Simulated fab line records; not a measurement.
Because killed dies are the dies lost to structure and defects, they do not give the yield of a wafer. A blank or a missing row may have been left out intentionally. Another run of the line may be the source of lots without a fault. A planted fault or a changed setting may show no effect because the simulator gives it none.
Matching of chambers :: flow n5-finfet :: N5_BEOL_M14_CMP_49 on cmp-01 has 4 sister chambers
The step polishes, stops on SiO2, t overpolish 5.2 s, target thk 560 nm. 8 wafers are shown with their chamber, then 7 later ones without.

== WAFERS WITH THEIR CHAMBER ==
wafer: L188.2
chamber: 1
motor-current-A (A): 7.8
barrier-field-endpoint-s (s): 12.04

wafer: L189.3
chamber: 2
motor-current-A (A): 8.0
barrier-field-endpoint-s (s): 11.51

wafer: L189.5
chamber: 0
motor-current-A (A): 9.2
barrier-field-endpoint-s (s): 11.14

wafer: L190.2
chamber: 3
motor-current-A (A): 8.6
barrier-field-endpoint-s (s): 11.44

wafer: L190.4
chamber: 1
motor-current-A (A): 8.2
barrier-field-endpoint-s (s): 11.99

wafer: L190.5
chamber: 0
motor-current-A (A): 9.9
barrier-field-endpoint-s (s): 11.17

wafer: L192.1
chamber: 3
motor-current-A (A): 8.0
barrier-field-endpoint-s (s): 11.49

wafer: L192.3
chamber: 2
motor-current-A (A): 8.3
barrier-field-endpoint-s (s): 11.71

== WAFERS WITHOUT THEIR CHAMBER ==
wafer: L192.6
motor-current-A (A): 10.0
barrier-field-endpoint-s (s): 11.46

wafer: L197.1
motor-current-A (A): 9.8
barrier-field-endpoint-s (s): 11.39

wafer: L197.2
motor-current-A (A): 8.5
barrier-field-endpoint-s (s): 11.43

wafer: L197.6
motor-current-A (A): 8.4
barrier-field-endpoint-s (s): 11.34

wafer: L202.2
motor-current-A (A): 9.8
barrier-field-endpoint-s (s): 10.90

wafer: L202.4
motor-current-A (A): 8.5
barrier-field-endpoint-s (s): 11.33

wafer: L203.6
motor-current-A (A): 8.2
barrier-field-endpoint-s (s): 11.41

== WHICH CHAMBER EACH ONE RAN IN ==
wafer: L192.6
from the rows above: can't be placed: 0 or 3 or 2
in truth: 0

wafer: L197.1
from the rows above: can't be placed: 0 or 3
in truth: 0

wafer: L197.2
from the rows above: can't be placed: 3 or 2
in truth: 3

wafer: L197.6
from the rows above: can't be placed: 3 or 2
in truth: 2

wafer: L202.2
from the rows above: 0
in truth: 0

wafer: L202.4
from the rows above: can't be placed: 3 or 0 or 2
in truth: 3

wafer: L203.6
from the rows above: can't be placed: 3 or 2
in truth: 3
Placed correctly: 1 of 7. Can't be placed from these rows: 6 (the true chamber is among the candidates in 6). 0 placed wrongly.
How it was worked out, from the rows above alone: a wafer's distance from a chamber is the root of the sum, over the readings, of the square of ((its reading less the chamber's mean) divided by the reading's scatter). If the next closest chamber is less than 2 further off than the closest, the wafer can't be placed; otherwise it belongs to the closest. A chamber's mean is the mean of its shown wafers. The scatter: take each reading less its chamber's mean, square it, sum over the shown wafers, divide by the number of wafers less the number of chambers, and take the root.
